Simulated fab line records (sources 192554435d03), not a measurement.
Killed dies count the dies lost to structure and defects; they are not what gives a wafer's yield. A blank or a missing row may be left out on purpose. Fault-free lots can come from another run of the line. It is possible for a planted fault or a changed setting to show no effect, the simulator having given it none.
Chamber matching | flow n5 finfet | N5_BEOL_M4_DEP_57 on pecvd-03: 3 sister chambers
The step deposits SiCN from 3MS/NH3, target thk 8 nm, time 14 s. 6 wafers are shown with their chamber, then 10 later ones without.

== WAFERS PAIRED WITH THEIR CHAMBERS ==
wafer  | chamber | showerhead plenum p Torr (Torr) | rf fwd power W (W)
L086.2 | 1       | 3.683                           | 200.3
L087.1 | 2       | 3.678                           | 200.9
L087.3 | 0       | 3.647                           | 198.4
L087.5 | 0       | 3.642                           | 198.0
L091.3 | 1       | 3.673                           | 200.7
L091.4 | 2       | 3.669                           | 201.3

== WAFERS WITHOUT THEIR CHAMBER ==
wafer  | showerhead plenum p Torr (Torr) | rf fwd power W (W)
L091.6 | 3.659                           | 199.5
L094.2 | 3.682                           | 199.8
L094.3 | 3.647                           | 198.6
L094.4 | 3.660                           | 199.8
L095.1 | 3.645                           | 199.4
L095.4 | 3.674                           | 200.5
L095.5 | 3.658                           | 198.7
L096.1 | 3.677                           | 200.3
L096.2 | 3.659                           | 198.9
L096.6 | 3.684                           | 202.0

== CHAMBER TAKEN BY EACH ==
wafer  | from the rows above          | in truth
L091.6 | can't be placed: 1 or 0 or 2 | 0
L094.2 | 1                            | 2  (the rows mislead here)
L094.3 | 0                            | 0
L094.4 | can't be placed: 1 or 2      | 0
L095.1 | 0                            | 0
L095.4 | can't be placed: 1 or 2      | 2
L095.5 | 0                            | 0
L096.1 | 1                            | 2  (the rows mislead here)
L096.2 | 0                            | 0
L096.6 | can't be placed: 2 or 1      | 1
Correctly placed: 4 of 10. Can't be placed from these rows: 4 (the true chamber is among the candidates in 3). 2 placed wrongly.
How it was worked out, from the rows above alone: a wafer's distance from a chamber is the root of the sum, over the readings, of the square of ((its reading less the chamber's mean) divided by the reading's scatter). If the next closest chamber is less than 2 further off than the closest, the wafer can't be placed; otherwise it belongs to the closest. For every chamber, the mean is computed from those of its wafers that are shown. How the scatter is found: for the shown wafers, subtract from each reading the mean of its chamber, square and add these, divide the total by (wafers less chambers), then take the root.
